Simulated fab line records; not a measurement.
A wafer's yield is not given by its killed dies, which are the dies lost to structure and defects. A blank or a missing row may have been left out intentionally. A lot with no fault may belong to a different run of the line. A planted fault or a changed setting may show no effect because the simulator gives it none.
Matching of chambers ; flow n5 finfet ; N5_STI_FIN_REVEAL_ALD_14 on ald sin-02: 4 sister chambers
The step deposits Si3N4, target thk 3 nm. 4 wafers are shown with their chamber, then 9 later ones without.

WAFERS WITH THEIR CHAMBER
wafer;chamber;heater power w (W)
L086.6;1;781
L092.2;2;860
L092.4;3;1010
L092.6;0;818

WAFERS MISSING THEIR CHAMBER
wafer;heater power w (W)
L093.1;822
L093.2;770
L093.5;825
L095.1;833
L095.3;1003
L095.5;825
L096.1;837
L096.3;795
L096.5;1021

WHICH CHAMBER EACH ONE RAN IN
wafer;from the rows above;in truth
L093.1;0;0
L093.2;1;1
L093.5;0;0
L095.1;can't be placed: 0 or 2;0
L095.3;3;3
L095.5;0;0
L096.1;can't be placed: 0 or 2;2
L096.3;can't be placed: 1 or 0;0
L096.5;3;3
Placed correctly: 6 of 9. Unplaceable from these rows: 3, with the true chamber sitting among the candidates in 3. Wrongly placed: 0.
How it was worked out, from the rows above alone: a wafer's distance from a chamber is the root of the sum, over the readings, of the square of ((its reading less the chamber's mean) divided by the reading's scatter). The wafer belongs to the nearest chamber; if the next one is less than 2 further off, it can't be placed. Each chamber's mean is taken over the wafers shown for it. The scatter: root of mean squared gap, hidden wafer to nearest shown wafer, with one shown wafer a chamber.
